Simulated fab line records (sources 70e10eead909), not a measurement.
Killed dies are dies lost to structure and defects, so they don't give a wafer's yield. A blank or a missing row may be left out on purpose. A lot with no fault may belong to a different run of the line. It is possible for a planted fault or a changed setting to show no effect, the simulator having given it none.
Struck lot and sound lot, side by side | flow nand harc | 15 out of 1302 route steps
Sound: these wafers, L907.1, L907.3, L907.4. Struck: wafers L917.2, L917.5 (left out: L917.3, a lot-mate that was not struck); the cause follows at the end.
Each step with rows lists, per side, the tool, then ch with its chambers, then its first start. Under that, the readings that differ: sound wafers | struck wafers | difference of the means | sigmas: that difference in standard deviations of wafers without a fault.
alike: same words and numbers on both sides, and readings whose means sit less than 2 such deviations apart. not compared: any withheld reading, any reading some wafer has no value for, any bound like >300 that may hide the same value, and any number with overlapping values for which the record gives no deviation.
A row with sigmas, a row that says differs or no value, or rows on one side alone: a step with any of these is where the two part. Numbers that don't overlap but have no deviation are shown without sigmas and don't part them. Lack of a reading on every wafer of one side parts them only where that side has two or more wafers.

first, 8 steps without rows for these wafers: NHARC_A_M1_HMDS_02 (time 30 s); NHARC_A_M1_COAT_34 (time 65 s); NHARC_A_M1_COAT_03 (resist thk 90 nm); NHARC_A_M1_SOFTBAKE_04 (time 55 s); NHARC_A_M1_EBR_05; NHARC_A_M1_EXPOSE_06 (exposes mask A M1, target cd 120 nm); NHARC_A_M1_PEB_07 (peb time 65 s); NHARC_A_M1_DEVELOP_08 (develop time 35 s).
NHARC_A_M1_CD_MEAS_09 targets a cd of 120 nm.
  sound on cd sem-03 ch 0, day 23 12:00; struck on cd sem-03 ch 0, day 27 17:31
  alike: cd nm
NHARC_A_M1_OVL_MEAS_10: pitch 240 nm.
  sound: overlay-02 at day 23 12:05; struck: overlay-02 at day 27 17:36
  alike: overlay x nm, overlay y nm
NHARC_A_M1_INSPECT_11:
  sound: defect inspect-01 at day 23 12:08; struck: defect inspect-01 at day 27 17:38
  alike: raw defect count
NHARC_A_M1_DESCUM_14: chemistry O2, time 3 s.
  sound on rie diel-12 ch 0,1,2, day 23 12:11; struck on rie diel-12 ch 0, day 27 17:42
  alike: drypump motor current A, oes product au, rf vpp V, showerhead plenum p Torr, throttle valve pct
  not compared: rf hours counter h
NHARC_A_M1_ETCH_35: etches the open film in N2/H2, target depth 40 nm, overetch 12 nm, time 43.94 s.
  sound on rie diel-12 ch 1,2,3, day 23 12:17; struck on rie diel-12 ch 0, day 27 17:47
  reading                         | sound          | struck    | difference | sigmas
  run length s (s)                | 65.6 64.3 65.7 | 52.9 53.0 | -12.2      | -26
  showerhead plenum p Torr (Torr) | 2.01 1.94 1.93 | 2.15 2.15 | +0.19      | +2
  alike: drypump motor current A, oes product au, rf vpp V, throttle valve pct
  not compared: rf hours counter h
NHARC_A_M1_ETCH_15: etches the open film in C4F8/Ar, target depth 182.5 nm, time 91.2 s.
  sound on rie diel-12 ch 0,1,2; struck on rie diel-12 ch 2
  alike: oes product au, rf vpp V, run length s
  not compared: rf hours counter h
NHARC_END_SORT_01:
  sound on prober-01 ch 0, day 24 23:29; struck on prober-01 ch 0, day 29 08:49
  alike: defect limited yield, killed at array, killed at other, killed at periphery, killed dies, killed open, killed short

## WHERE THEY PART
Only at NHARC_A_M1_ETCH_35, within this record. Later steps at which nothing parts them and some readings are alike: NHARC_A_M1_ETCH_15, NHARC_END_SORT_01.

WHY: what the simulator had put in
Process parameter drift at NHARC_A_M1_ETCH_35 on rie diel-12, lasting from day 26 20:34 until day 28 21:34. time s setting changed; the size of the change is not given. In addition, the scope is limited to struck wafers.
